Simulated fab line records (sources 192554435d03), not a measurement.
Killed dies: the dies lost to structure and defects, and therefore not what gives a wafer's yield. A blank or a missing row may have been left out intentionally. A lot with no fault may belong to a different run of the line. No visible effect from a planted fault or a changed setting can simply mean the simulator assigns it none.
Chamber matching / flow n5Finfet / N5_DUMMY_GATE_STRIP_40 on rieDiel-03 has 4 sister chambers
The step strips in CF4. 4 wafers are shown with their chamber, then 8 later ones without.

== EACH WAFER AND ITS CHAMBER ==
wafer=L090.3; chamber=3; showerheadPlenumPTorr (Torr)=1.72
wafer=L090.4; chamber=1; showerheadPlenumPTorr (Torr)=1.77
wafer=L090.6; chamber=0; showerheadPlenumPTorr (Torr)=1.81
wafer=L092.2; chamber=2; showerheadPlenumPTorr (Torr)=1.79

== WAFERS WITHOUT THEIR CHAMBER ==
wafer=L092.3; showerheadPlenumPTorr (Torr)=1.81
wafer=L092.4; showerheadPlenumPTorr (Torr)=1.77
wafer=L093.1; showerheadPlenumPTorr (Torr)=1.77
wafer=L093.2; showerheadPlenumPTorr (Torr)=1.78
wafer=L093.4; showerheadPlenumPTorr (Torr)=1.72
wafer=L096.3; showerheadPlenumPTorr (Torr)=1.72
wafer=L096.5; showerheadPlenumPTorr (Torr)=1.81
wafer=L096.6; showerheadPlenumPTorr (Torr)=1.72

== THE CHAMBER EACH PASSED THROUGH ==
wafer=L092.3; from the rows above=0; in truth=0
wafer=L092.4; from the rows above=1; in truth=1
wafer=L093.1; from the rows above=1; in truth=1
wafer=L093.2; from the rows above=can't be placed: 1 or 2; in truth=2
wafer=L093.4; from the rows above=3; in truth=3
wafer=L096.3; from the rows above=3; in truth=3
wafer=L096.5; from the rows above=0; in truth=0
wafer=L096.6; from the rows above=3; in truth=3
Placed correctly: 7 of 8. From these rows, 1 cannot be placed; in 1 the true chamber is one of the candidates. Number placed wrongly: 0.
How it was worked out, from the rows above alone: a wafer's distance from a chamber is the root of the sum, over the readings, of the square of ((its reading less the chamber's mean) divided by the reading's scatter). The wafer belongs to the nearest chamber; if the next one is less than 2 further off, it can't be placed. Each chamber's mean is taken over the wafers shown for it. The scatter (one wafer shown for each chamber): square how far every hidden wafer sits from the nearest shown wafer, average those squares and take the square root.
